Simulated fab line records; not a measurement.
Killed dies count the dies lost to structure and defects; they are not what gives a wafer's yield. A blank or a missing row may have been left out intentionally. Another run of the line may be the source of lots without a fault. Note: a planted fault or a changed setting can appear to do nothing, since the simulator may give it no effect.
fab line records	flow nand_harc
[record] lots = 24	wafers = 72	last_day = 33
route steps=1302 shown A_CONTACT@1093 A_M1@1191 A_BONDPAD@1225 THIN_TSV@1267
lots that met no fault: taken from a fault-free run of the same line
start_h: the number of hours between the record's first day and the start of the first shown wafer of the lot	wait_h: hours elapsed since this lot's preceding step	" unchanged from the row above	L1.1+2: several wafers, shown together as one row	- value missing, or start not given	* or withheld: withheld	< > ~ a bound
route shown NAME@n: a module of which the file shows steps, and the number in the route of the first	usual: the fault-free wafers' mean and standard deviation	same: alike in all rows	chamber/n: place in a boat	sites: each site's reading	_std_site: standard deviation of those values	_edge_site: outer sites' mean less inner sites'	radius_mm: how far each site lies from the wafer's centre	mask NAME#n: copy n	behind: the most recent tool/chamber to have shaped the wafer	hold: reason for holding the lot/hours on hold/outcome of the hold	device: names the non-switching transistor (n, p or np)	end of line: tests of these same wafers at the route's end	a step with no rows: only its recipe	killed: dies lost to structure and defects at the first sort, not the wafer's yield	map: dies across one wafer; x = killed, . = not, _ = none there
set.NAME: the setting as run; set.NAME@STEP: as run at that earlier step	model.NAME: the simulator's own value behind a step, which no gauge read
one table for each step of the route and one row for each wafer, over a sample of lots
services: the hour from which a tool's chamber was out of use, counted from the record's first day as start_h (under 0 if before that day), plus the number of hours and why
[[steps]]
[step NHARC_A_CONTACT_ETCH_98]
[recipe] target_depth_a = 200	over_etch_frac = 0.5	time_s = 10	ion_energy_ev = 250	c4f6_flow_sccm = 25	o2_flow_sccm = 20	ar_flow_sccm = 500	rf_w = 600	bias_w = 500	chemistry = C4F6/O2
[usual] drypump_motor_current_A = 5.8/0.33	oes_product_au = 0.952/0.019	rf_vpp_V = 547/4.1	showerhead_plenum_p_Torr = 3.95/0.21	throttle_valve_pct = 26.903/0.009
lot.wafer	tool	chamber	start_h	wait_h	drypump_motor_current_A	oes_product_au	rf_hours_counter_h	rf_vpp_V	showerhead_plenum_p_Torr	throttle_valve_pct
L075.3	rie_diel-07	3	-	-	5.6	0.946	8	541	3.68	26.890
L075.2	"	0	"	"	6.0	0.939	8	553	4.22	26.899
L075.1	"	1	"	"	5.9	0.933	7	547	3.92	26.913
L076.3	rie_diel-07	2	-	-	6.0	0.941	9	546	3.85	26.888
L076.1	"	1	"	"	5.9	0.968	9	548	3.91	26.899
L076.5	"	3	"	"	5.6	0.946	-	543	3.68	26.891
L077.3	rie_diel-07	1	-	-	5.9	0.932	10	546	3.91	26.904
L077.6	"	2	"	"	6.0	0.960	-	544	3.85	26.911
L077.5	"	3	"	"	5.5	0.961	-	541	3.67	26.911
L074.3	rie_diel-07	0	-	-	5.9	0.933	12	553	4.22	26.912
L074.4	"	1	"	"	5.9	0.941	10	544	3.91	26.909
L074.5	"	0	"	"	6.0	0.942	-	550	4.22	26.906
L078.2	rie_diel-03	0	-	-	5.2	0.945	35	543	3.76	26.900
L078.1	"	1	"	"	5.9	0.937	31	542	3.72	26.897
L078.5	"	0	"	"	5.2	0.950	-	544	3.76	26.889
L080.3	rie_diel-07	0	-	-	6.0	0.936	18	551	4.22	26.906
L080.6	"	1	"	"	5.9	0.950	-	547	3.91	26.910
L080.5	"	2	"	"	6.0	0.951	-	545	3.85	26.919
L079.1	rie_diel-05	1	-	-	5.4	0.968	49	547	3.97	26.903
L079.3	"	3	"	"	5.2	0.947	54	551	4.12	26.893
L079.6	"	0	"	"	6.3	0.961	-	552	4.20	26.903
L081.4	rie_diel-07	1	-	-	5.9	0.931	21	549	3.91	26.909
L081.1	"	2	"	"	6.1	0.955	21	546	3.85	26.897
L081.6	"	3	"	"	5.6	0.946	-	542	3.67	26.896
L082.3	rie_diel-03	0	-	-	5.2	0.955	44	545	3.76	26.921
L082.2	"	2	"	"	5.0	0.959	39	552	4.11	26.896
L082.4	"	3	"	"	6.1	0.955	41	553	4.20	26.905
L083.1	rie_diel-07	0	-	-	5.9	0.957	28	553	4.21	26.917
L083.2	"	1	"	"	5.9	0.944	24	547	3.90	26.906
L083.6	"	3	"	"	5.6	0.966	-	541	3.66	26.909
L084.1	rie_diel-07	0	-	-	6.0	0.943	28	554	4.21	26.903
L084.2	"	2	"	"	6.1	0.955	25	544	3.84	26.900
L084.4	"	3	"	"	5.5	0.946	29	542	3.66	26.897
L085.2	rie_diel-05	2	-	-	6.1	0.939	11	553	4.22	26.911
L085.4	"	3	"	"	5.2	0.940	5	551	4.12	26.901
L085.6	"	3	"	"	5.2	0.946	-	551	4.12	26.897
L086.1	rie_diel-05	3	-	-	5.2	0.931	7	550	4.11	26.903
L086.2	"	2	"	"	6.1	0.958	12	552	4.22	26.896
L086.6	"	0	"	"	6.3	0.933	-	551	4.18	26.900
L087.1	rie_diel-05	3	-	-	5.2	0.997	8	550	4.11	26.893
L087.2	"	2	"	"	6.2	0.997	14	553	4.22	26.902
L087.5	"	3	"	"	5.2	0.997	-	551	4.11	26.894
L088.3	rie_diel-05	1	-	-	5.4	1.013	20	547	3.95	26.911
L088.4	"	3	"	"	5.2	0.992	16	550	4.11	26.899
L088.5	"	2	"	"	6.1	1.000	-	552	4.21	26.899
L089.4	rie_diel-05	0	-	-	6.3	0.939	23	552	4.18	26.894
L089.1	"	2	"	"	6.1	0.975	21	553	4.21	26.895
L089.5	"	0	"	"	6.3	0.930	-	551	4.18	26.904
L090.1	rie_diel-07	1	-	-	5.9	0.933	3	545	3.90	26.907
L090.2	"	3	"	"	5.6	0.955	3	542	3.66	26.899
L090.5	"	0	"	"	5.9	0.932	-	552	4.20	26.912
L091.1	rie_diel-03	0	-	-	5.2	0.932	11	543	3.74	26.923
L091.6	"	1	"	"	5.9	0.945	-	543	3.70	26.915
L091.5	"	2	"	"	5.0	0.944	-	551	4.10	26.932
L093.2	rie_diel-07	2	-	-	6.0	0.955	5	545	3.84	26.910
L093.6	"	1	"	"	5.9	0.939	-	545	3.90	26.902
L093.5	"	2	"	"	6.0	0.943	-	545	3.84	26.913
L092.1	rie_diel-07	0	-	-	5.9	0.935	5	552	4.20	26.883
L092.2	"	1	"	"	5.9	0.938	4	546	3.90	26.914
L092.5	"	3	"	"	5.6	0.954	-	540	3.66	26.911
L095.3	rie_diel-07	3	-	-	5.6	0.952	9	541	3.66	26.900
L095.2	"	0	"	"	5.9	0.939	8	551	4.20	26.916
L095.6	"	3	"	"	5.6	0.952	-	542	3.66	26.925
L094.1	rie_diel-07	3	-	-	5.6	0.991	9	543	3.66	26.888
L094.2	"	1	"	"	5.9	0.982	7	545	3.90	26.897
L094.6	"	0	"	"	5.9	0.977	-	552	4.20	26.897
L097.3	rie_diel-07	3	-	-	5.6	0.936	16	541	3.65	26.895
L097.1	"	0	"	"	5.9	0.934	14	553	4.20	26.906
L097.6	"	2	"	"	6.0	0.939	-	544	3.83	26.890
L096.4	rie_diel-07	0	-	-	5.9	0.944	14	551	4.20	26.907
L096.1	"	1	"	"	5.9	0.952	12	545	3.89	26.896
L096.3	"	2	"	"	6.0	0.931	15	545	3.83	26.905
[step NHARC_A_CONTACT_CD_MEAS_15]
[usual] cd_nm = 189.9/0.62
lot.wafer	tool	chamber	start_h	wait_h	cd_nm
L075.1	cd_sem-03	-	495.25	-	189.8
L075.2	"	-	"	"	189.7
L075.3	"	-	"	"	190.3
L076.1	cd_sem-03	-	506.23	-	190.1
L076.3	"	-	"	"	190.3
L076.5	"	-	"	"	190.0
L077.3	cd_sem-03	-	507.94	-	190.0
L077.5	"	-	"	"	190.2
L077.6	"	-	"	"	190.1
L074.3	cd_sem-02	-	509.41	-	189.8
L074.4	"	-	"	"	189.5
L074.5	"	-	"	"	189.6
L078.1	cd_sem-03	-	538.79	-	189.9
L078.2	"	-	"	"	190.1
L078.5	"	-	"	"	189.6
L080.3	cd_sem-02	-	541.67	-	190.0
L080.5	"	-	"	"	189.9
L080.6	"	-	"	"	189.5
L079.1	cd_sem-02	-	542.73	-	189.4
L079.3	"	-	"	"	189.6
L079.6	"	-	"	"	189.8
L081.1	cd_sem-02	-	574.59	-	190.0
L081.4	"	-	"	"	189.5
L081.6	"	-	"	"	189.7
L082.2	cd_sem-03	-	574.97	-	189.7
L082.3	"	-	"	"	189.5
L082.4	"	-	"	"	188.8
L083.1	cd_sem-02	-	590.36	-	189.2
L083.2	"	-	"	"	189.3
L083.6	"	-	"	"	189.6
L084.1	cd_sem-01	-	591.65	-	190.0
L084.2	"	-	"	"	189.0
L084.4	"	-	"	"	189.8
L085.2	cd_sem-03	-	595.20	-	189.8
L085.4	"	-	"	"	189.3
L085.6	"	-	"	"	189.3
L086.1	cd_sem-03	-	601.46	-	191.9
L086.2	"	-	"	"	191.3
L086.6	"	-	"	"	191.7
L087.1	cd_sem-01	-	608.47	-	190.3
L087.2	"	-	"	"	190.1
L087.5	"	-	"	"	190.5
L088.3	cd_sem-03	-	627.01	-	189.9
L088.4	"	-	"	"	189.7
L088.5	"	-	"	"	190.0
L089.1	cd_sem-02	-	636.47	-	189.2
L089.4	"	-	"	"	189.6
L089.5	"	-	"	"	189.3
L090.1	cd_sem-01	-	644.63	-	190.7
L090.2	"	-	"	"	190.8
L090.5	"	-	"	"	190.2
L091.1	cd_sem-02	-	647.85	-	189.3
L091.5	"	-	"	"	188.4
L091.6	"	-	"	"	188.1
L093.2	cd_sem-03	-	663.97	-	190.6
L093.5	"	-	"	"	190.1
L093.6	"	-	"	"	190.5
L092.1	cd_sem-01	-	664.76	-	190.3
L092.2	"	-	"	"	190.3
L092.5	"	-	"	"	189.7
L095.2	cd_sem-03	-	693.92	-	189.9
L095.3	"	-	"	"	189.9
L095.6	"	-	"	"	190.0
L094.1	cd_sem-03	-	695.00	-	190.4
L094.2	"	-	"	"	190.5
L094.6	"	-	"	"	190.4
L097.1	cd_sem-01	-	719.89	-	189.1
L097.3	"	-	"	"	189.6
L097.6	"	-	"	"	189.2
L096.1	cd_sem-01	-	724.64	-	190.1
L096.3	"	-	"	"	190.1
L096.4	"	-	"	"	190.0
[step NHARC_A_M1_PVD_20]
[recipe] target_thk_a = 50	bias_v = 168.6	power_w = 15000	chamber_pressure_pa = 0.12	time_s = 8.06	substrate_temp_c = 50	material = TaN
[usual] substrate_temp_c = 50.02/0.11	throttle_valve_pct = 30.1/1.3
lot.wafer	tool	chamber	start_h	wait_h	substrate_temp_c	throttle_valve_pct
L075.1	pvd_sputter-01	-	-	-	50.19	28.5
L075.2	"	-	"	"	50.20	31.5
L075.3	"	-	"	"	50.01	32.4
L076.3	pvd_sputter-03	-	-	-	49.96	30.3
L076.1	"	-	"	"	50.07	28.7
L076.5	"	-	"	"	50.06	30.5
L077.3	pvd_sputter-01	-	-	-	50.02	28.6
L077.6	"	-	"	"	49.96	29.9
L077.5	"	-	"	"	50.04	28.7
L074.4	pvd_sputter-03	-	-	-	50.02	29.8
L074.3	"	-	"	"	50.24	30.9
L074.5	"	-	"	"	49.99	29.7
L078.2	pvd_sputter-02	-	-	-	49.95	31.1
L078.1	"	-	"	"	49.85	30.9
L078.5	"	-	"	"	49.91	31.2
L080.3	pvd_sputter-02	-	-	-	50.03	27.8
L080.5	"	-	"	"	50.11	31.3
L080.6	"	-	"	"	49.92	27.9
L079.1	pvd_sputter-03	-	-	-	50.00	30.4
L079.3	"	-	"	"	49.89	29.2
L079.6	"	-	"	"	50.09	30.9
L081.4	pvd_sputter-02	-	-	-	50.24	27.7
L081.1	"	-	"	"	49.98	31.1
L081.6	"	-	"	"	50.08	30.9
L082.3	pvd_sputter-01	-	-	-	49.94	28.8
L082.4	"	-	"	"	50.05	32.4
L082.2	"	-	"	"	50.00	30.3
L083.1	pvd_sputter-02	-	-	-	49.97	27.8
L083.2	"	-	"	"	49.97	32.1
L083.6	"	-	"	"	50.05	27.9
L084.4	pvd_sputter-02	-	-	-	49.98	32.7
L084.2	"	-	"	"	50.04	31.2
L084.1	"	-	"	"	50.08	27.8
L085.4	pvd_sputter-03	-	-	-	49.87	29.7
L085.2	"	-	"	"	50.00	30.7
L085.6	"	-	"	"	49.86	28.9
L086.1	pvd_sputter-01	-	-	-	50.16	28.4
L086.2	"	-	"	"	50.17	30.6
L086.6	"	-	"	"	50.15	28.3
L087.2	pvd_sputter-01	-	-	-	50.10	30.6
L087.1	"	-	"	"	49.92	32.8
L087.5	"	-	"	"	50.08	28.4
L088.4	pvd_sputter-03	-	-	-	49.97	28.9
L088.3	"	-	"	"	49.93	30.8
L088.5	"	-	"	"	50.25	29.5
L089.4	pvd_sputter-03	-	-	-	50.03	29.0
L089.1	"	-	"	"	49.95	30.8
L089.5	"	-	"	"	49.95	29.4
L090.1	pvd_sputter-03	-	-	-	49.98	30.5
L090.2	"	-	"	"	50.02	29.4
L090.5	"	-	"	"	49.93	30.3
L091.1	pvd_sputter-02	-	-	-	50.05	30.1
L091.6	"	-	"	"	50.20	30.3
L091.5	"	-	"	"	50.10	31.3
L093.2	pvd_sputter-02	-	-	-	50.02	29.7
L093.6	"	-	"	"	49.95	30.0
L093.5	"	-	"	"	49.99	31.5
L092.2	pvd_sputter-03	-	-	-	49.90	29.0
L092.1	"	-	"	"	50.10	30.8
L092.5	"	-	"	"	49.96	28.9
L095.2	pvd_sputter-02	-	-	-	50.12	30.2
L095.3	"	-	"	"	49.80	31.3
L095.6	"	-	"	"	49.97	30.8
L094.2	pvd_sputter-01	-	-	-	49.99	28.5
L094.1	"	-	"	"	50.14	32.4
L094.6	"	-	"	"	50.36	28.4
L097.3	pvd_sputter-03	-	-	-	50.07	29.6
L097.1	"	-	"	"	49.97	28.6
L097.6	"	-	"	"	50.05	31.2
L096.3	pvd_sputter-03	-	-	-	50.18	29.5
L096.1	"	-	"	"	49.75	31.0
L096.4	"	-	"	"	50.03	29.5
[step NHARC_A_M1_ANNEAL_31]
[recipe] temp_c = 225	time_s = 90
[usual] wafer_temp_C_max = 225.89/0.24
lot.wafer	tool	chamber	start_h	wait_h	wafer_temp_C_max
L075.1	rtp_anneal-01	0	508.45	-	225.57
L075.2	"	0	"	"	225.81
L075.3	"	0	"	"	225.49
L076.1	rtp_anneal-01	0	519.23	-	225.22
L076.3	"	0	"	"	225.59
L076.5	"	0	"	"	225.76
L077.3	rtp_anneal-01	0	520.73	0.3	225.81
L077.5	"	0	"	"	226.45
L077.6	"	0	"	"	225.80
L074.3	rtp_anneal-02	0	522.16	-	226.01
L074.4	"	0	"	"	226.17
L074.5	"	0	"	"	226.09
L078.1	rtp_anneal-02	0	551.78	-	226.22
L078.2	"	0	"	"	226.44
L078.5	"	0	"	"	226.30
L080.3	rtp_anneal-02	0	554.90	0.3	226.30
L080.5	"	0	"	"	226.41
L080.6	"	0	"	"	226.42
L079.1	rtp_anneal-01	0	555.72	-	225.51
L079.3	"	0	"	"	225.44
L079.6	"	0	"	"	225.82
L081.1	rtp_anneal-02	0	587.67	0.3	226.12
L081.4	"	0	"	"	226.07
L081.6	"	0	"	"	226.06
L082.2	rtp_anneal-01	0	588.09	0.3	226.11
L082.3	"	0	"	"	225.64
L082.4	"	0	"	"	225.85
L083.1	rtp_anneal-02	0	603.46	0.3	226.20
L083.2	"	0	"	"	225.79
L083.6	"	0	"	"	225.93
L084.1	rtp_anneal-02	0	604.67	0.3	225.99
L084.2	"	0	"	"	226.11
L084.4	"	0	"	"	225.77
L085.2	rtp_anneal-02	0	608.47	-	225.89
L085.4	"	0	"	"	225.89
L085.6	"	0	"	"	225.90
L086.1	rtp_anneal-01	0	614.53	0.3	225.81
L086.2	"	0	"	"	225.50
L086.6	"	0	"	"	225.66
L087.1	rtp_anneal-02	0	622.68	-	226.01
L087.2	"	0	"	"	225.69
L087.5	"	0	"	"	226.05
L088.3	rtp_anneal-02	0	640.02	0.3	226.29
L088.4	"	0	"	"	226.03
L088.5	"	0	"	"	226.11
L089.1	rtp_anneal-01	0	649.72	-	225.68
L089.4	"	0	"	"	225.62
L089.5	"	0	"	"	225.80
L090.1	rtp_anneal-02	0	658.15	0.4	225.74
L090.2	"	0	"	"	225.94
L090.5	"	0	"	"	225.95
L091.1	rtp_anneal-01	0	662.08	-	226.25
L091.5	"	0	"	"	225.63
L091.6	"	0	"	"	225.90
L093.2	rtp_anneal-01	0	677.09	0.3	225.63
L093.5	"	0	"	"	225.50
L093.6	"	0	"	"	225.91
L092.1	rtp_anneal-01	0	677.84	0.3	225.88
L092.2	"	0	"	"	225.65
L092.5	"	0	"	"	225.87
L095.2	rtp_anneal-01	0	706.92	-	225.78
L095.3	"	0	"	"	226.32
L095.6	"	0	"	"	225.68
L094.1	rtp_anneal-01	0	707.92	0.3	225.81
L094.2	"	0	"	"	225.86
L094.6	"	0	"	"	225.70
L097.1	rtp_anneal-02	0	732.98	-	226.00
L097.3	"	0	"	"	226.00
L097.6	"	0	"	"	226.44
L096.1	rtp_anneal-01	0	737.97	-	225.97
L096.3	"	0	"	"	225.95
L096.4	"	0	"	"	226.07
[step NHARC_A_BONDPAD_DEGAS_25]
[recipe] temp_c = 300	time_s = 60
[usual] heater_power_w = 456/56	susceptor_temp_C = 300.00/0.21
lot.wafer	tool	chamber	start_h	wait_h	heater_power_w	susceptor_temp_C
L075.2	pvd_sputter-01	-	512.26	-	525	-
L075.3	"	-	"	"	437	-
L075.1	"	-	"	"	436	-
L076.1	pvd_sputter-03	-	523.14	-	536	300.05
L076.3	"	-	"	"	368	300.04
L076.5	"	-	"	"	435	299.89
L077.3	pvd_sputter-03	-	524.48	-	542	300.28
L077.6	"	-	"	"	513	299.91
L077.5	"	-	"	"	363	299.97
L074.4	pvd_sputter-03	-	525.96	-	514	-
L074.3	"	-	"	"	364	-
L074.5	"	-	"	"	512	-
L078.1	pvd_sputter-01	-	555.55	-	530	299.84
L078.2	"	-	"	"	433	299.97
L078.5	"	-	"	"	441	299.47
L080.3	pvd_sputter-02	-	558.70	-	478	299.95
L080.6	"	-	"	"	487	299.93
L080.5	"	-	"	"	389	300.00
L079.1	pvd_sputter-03	-	559.64	-	441	299.88
L079.3	"	-	"	"	514	299.93
L079.6	"	-	"	"	451	299.93
L081.1	pvd_sputter-01	-	591.58	-	440	300.02
L081.4	"	-	"	"	473	300.24
L081.6	"	-	"	"	536	300.16
L082.2	pvd_sputter-03	-	591.92	-	447	299.89
L082.3	"	-	"	"	524	299.90
L082.4	"	-	"	"	369	300.19
L083.1	pvd_sputter-02	-	607.29	-	399	299.95
L083.2	"	-	"	"	454	300.50
L083.6	"	-	"	"	468	300.13
L084.1	pvd_sputter-03	-	608.61	-	512	300.67
L084.2	"	-	"	"	361	300.03
L084.4	"	-	"	"	541	299.79
L085.4	pvd_sputter-02	-	612.30	-	452	300.47
L085.2	"	-	"	"	412	300.07
L085.6	"	-	"	"	413	299.85
L086.2	pvd_sputter-03	-	618.44	-	515	299.69
L086.1	"	-	"	"	458	299.87
L086.6	"	-	"	"	365	300.12
L087.1	pvd_sputter-03	-	626.46	-	443	300.06
L087.2	"	-	"	"	518	299.68
L087.5	"	-	"	"	439	299.90
L088.4	pvd_sputter-03	-	643.85	-	365	299.98
L088.3	"	-	"	"	454	300.05
L088.5	"	-	"	"	370	299.86
L089.1	pvd_sputter-02	-	653.49	-	467	300.19
L089.4	"	-	"	"	489	299.93
L089.5	"	-	"	"	425	299.90
L090.1	pvd_sputter-03	-	663.17	-	368	300.10
L090.2	"	-	"	"	497	300.10
L090.5	"	-	"	"	552	300.18
L091.1	pvd_sputter-01	-	665.99	-	525	299.89
L091.6	"	-	"	"	422	300.01
L091.5	"	-	"	"	439	299.83
L093.2	pvd_sputter-02	-	681.00	-	429	300.36
L093.6	"	-	"	"	490	299.99
L093.5	"	-	"	"	377	300.20
L092.2	pvd_sputter-02	-	681.73	-	473	-
L092.1	"	-	"	"	469	-
L092.5	"	-	"	"	482	-
L095.2	pvd_sputter-03	-	710.68	-	529	299.92
L095.3	"	-	"	"	528	299.48
L095.6	"	-	"	"	400	300.35
L094.2	pvd_sputter-02	-	711.78	-	374	299.86
L094.1	"	-	"	"	471	300.08
L094.6	"	-	"	"	373	299.75
L097.3	pvd_sputter-02	-	736.82	-	375	299.94
L097.1	"	-	"	"	428	300.28
L097.6	"	-	"	"	371	299.82
L096.1	pvd_sputter-03	-	741.83	-	537	300.23
L096.4	"	-	"	"	459	300.12
L096.3	"	-	"	"	514	300.22
[step NHARC_THIN_TSV_DEP_47]
[recipe] target_thk_a = 2000	temp_c = withheld	pressure_torr = 6.5	rf_w = 900	teos_flow_sccm = 161.4	flow_sccm = 2650	target_thk_nm = 200	gas = O2	material = SiO2
[usual] throttle_valve_pct = 15.9/0.54
lot.wafer	tool	chamber	start_h	wait_h	throttle_valve_pct
L075.1	pecvd-01	1	527.63	-	16.1
L075.3	"	2	"	"	16.3
L075.2	"	0	"	"	14.2
L076.3	pecvd-02	0	539.11	-	15.8
L076.1	"	2	"	"	16.8
L076.5	"	2	"	"	16.4
L077.3	pecvd-04	2	540.35	-	15.9
L077.6	"	1	"	"	16.0
L077.5	"	2	"	"	15.9
L074.3	pecvd-04	1	541.68	-	15.9
L074.4	"	1	"	"	15.8
L074.5	"	2	"	"	16.1
L080.3	pecvd-04	2	571.42	-	16.1
L080.5	"	0	"	"	16.3
L080.6	"	2	"	"	15.9
L078.2	pecvd-01	1	572.53	-	16.2
L078.1	"	2	"	"	16.6
L078.5	"	0	"	"	14.1
L079.3	pecvd-04	0	575.72	-	16.2
L079.1	"	1	"	"	16.3
L079.6	"	0	"	"	16.3
L081.1	pecvd-01	2	607.19	-	16.3
L081.4	"	0	"	"	14.4
L081.6	"	2	"	"	16.5
L082.3	pecvd-01	2	608.93	-	16.7
L082.2	"	0	"	"	14.4
L082.4	"	0	"	"	14.3
L083.1	pecvd-04	2	729.67	-	16.1
L083.2	"	0	"	"	16.0
L083.6	"	0	"	"	15.7
L084.1	pecvd-04	1	730.95	-	16.3
L084.2	"	2	"	"	15.9
L084.4	"	1	"	"	16.0
L086.1	pecvd-04	0	732.14	-	15.6
L086.2	"	1	"	"	16.2
L086.6	"	2	"	"	16.2
L085.2	pecvd-02	2	733.28	-	16.5
L085.4	"	2	"	"	16.4
L085.6	"	0	"	"	15.9
L087.2	pecvd-02	1	734.38	-	15.4
L087.1	"	2	"	"	16.7
L087.5	"	1	"	"	15.5
L088.3	pecvd-04	1	735.74	-	16.3
L088.4	"	2	"	"	16.1
L088.5	"	1	"	"	16.3
L089.1	pecvd-02	1	736.98	-	15.5
L089.4	"	2	"	"	16.7
L089.5	"	1	"	"	15.4
L090.2	pecvd-04	1	737.97	-	16.2
L090.1	"	2	"	"	16.4
L090.5	"	2	"	"	16.2
L091.1	pecvd-02	0	739.27	-	16.0
L091.5	"	2	"	"	16.5
L091.6	"	1	"	"	15.5
L092.1	pecvd-04	1	740.48	-	16.1
L092.2	"	2	"	"	16.0
L092.5	"	2	"	"	16.1
L093.2	pecvd-01	2	741.68	-	16.1
L093.6	"	1	"	"	16.5
L093.5	"	0	"	"	14.6
L095.2	pecvd-02	0	742.84	-	15.9
L095.3	"	2	"	"	16.5
L095.6	"	2	"	"	16.6
L094.2	pecvd-02	0	744.19	-	16.1
L094.1	"	2	"	"	16.6
L094.6	"	2	"	"	16.3
L097.3	pecvd-04	1	751.95	-	15.9
L097.1	"	2	"	"	16.3
L097.6	"	2	"	"	16.3
L096.3	pecvd-04	1	757.79	-	16.3
L096.1	"	2	"	"	15.9
L096.4	"	2	"	"	16.1
[[services]]
tool	chamber	start_h	hours	kind
pvd_sputter-01	-	482.81	6.8	repair
pvd_sputter-03	-	502.00	10.0	pm
pvd_sputter-02	-	518.38	8.6	repair
pvd_sputter-01	-	522.19	4.6	repair
rie_diel-05	3	534.63	5.9	repair
pvd_sputter-01	-	542.20	7.5	repair
pvd_sputter-03	-	546.45	0.7	repair
pvd_sputter-01	-	558.04	10.0	pm
pecvd-02	-	565.00	13.0	pm
pecvd-04	-	595.98	1.0	repair
pvd_sputter-03	-	599.95	7.5	repair
pecvd-04	-	607.23	13.0	pm
pvd_sputter-02	-	614.10	10.0	pm
rie_diel-07	-	624.44	9.0	pm
pvd_sputter-03	-	629.89	4.8	repair
pecvd-02	2	642.06	18.4	repair
rie_diel-05	3	649.29	4.2	repair
pvd_sputter-03	-	680.00	10.0	pm
pvd_sputter-02	-	691.40	1.6	repair
pvd_sputter-03	-	709.45	0.8	repair
rtp_anneal-02	-	720.00	12.0	pm
pvd_sputter-01	-	736.04	10.0	pm
pecvd-02	-	746.00	13.0	pm
pvd_sputter-01	-	748.33	26.2	repair
[[key]]
fault none
